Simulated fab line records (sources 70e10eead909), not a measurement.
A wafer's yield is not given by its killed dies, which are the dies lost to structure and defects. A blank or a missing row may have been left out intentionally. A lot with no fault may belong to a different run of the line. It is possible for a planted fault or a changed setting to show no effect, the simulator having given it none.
Which tool was responsible? -- flow nand_harc -- 21 wafers sampled from 7 lots at 1 step of a route of 1302

WHAT EACH GAUGE READ, for each wafer
NHARC_P_GATE_CD_MEAS_91: target cd 2000 nm.
lot,measured,on,cd_nm (nm)
L195,day 6 04:20,cd_sem-02,2002.8 1999.0 1999.4
L197,day 7 01:45,cd_sem-02,2002.9 2002.1 2003.2
L201,day 8 11:12,cd_sem-02,2000.6 2001.0 2002.9
L203,day 9 10:37,cd_sem-01,1999.1 2001.1 2001.0
L205,day 10 07:28,cd_sem-03,2001.4 2000.1 2000.0
L215,day 15 05:35,cd_sem-02,1998.1 1998.5 2000.7
L217,day 15 15:58,cd_sem-01,2001.5 2002.9 2000.7

WHAT TOOL EACH LOT RAN ON (gives the tool, then ch and the chambers of the sampled wafers, and finally the start)
Record: no process step prior to these readings.

THE ANSWER, worked out from the rows above alone
Rule: what is usual is taken from the lots themselves. The widest of any qualifying gaps counts: lots, ordered by their means at a reading, are off when they make up no more than a third of the lots, leave a main group of 4 or more, and stand apart from it by 3 or more times the standard deviation of that group's means. Not used: any main group whose means are identical at the precision the tables above print for the reading. A lot without any number at a reading at which 4 lots or more have one is off too. Any other lot the step has rows for is counted as sound.
No lot is off on any of the readings shown, so nothing can be concluded from this.

WHAT THE SIMULATOR HAD INSERTED
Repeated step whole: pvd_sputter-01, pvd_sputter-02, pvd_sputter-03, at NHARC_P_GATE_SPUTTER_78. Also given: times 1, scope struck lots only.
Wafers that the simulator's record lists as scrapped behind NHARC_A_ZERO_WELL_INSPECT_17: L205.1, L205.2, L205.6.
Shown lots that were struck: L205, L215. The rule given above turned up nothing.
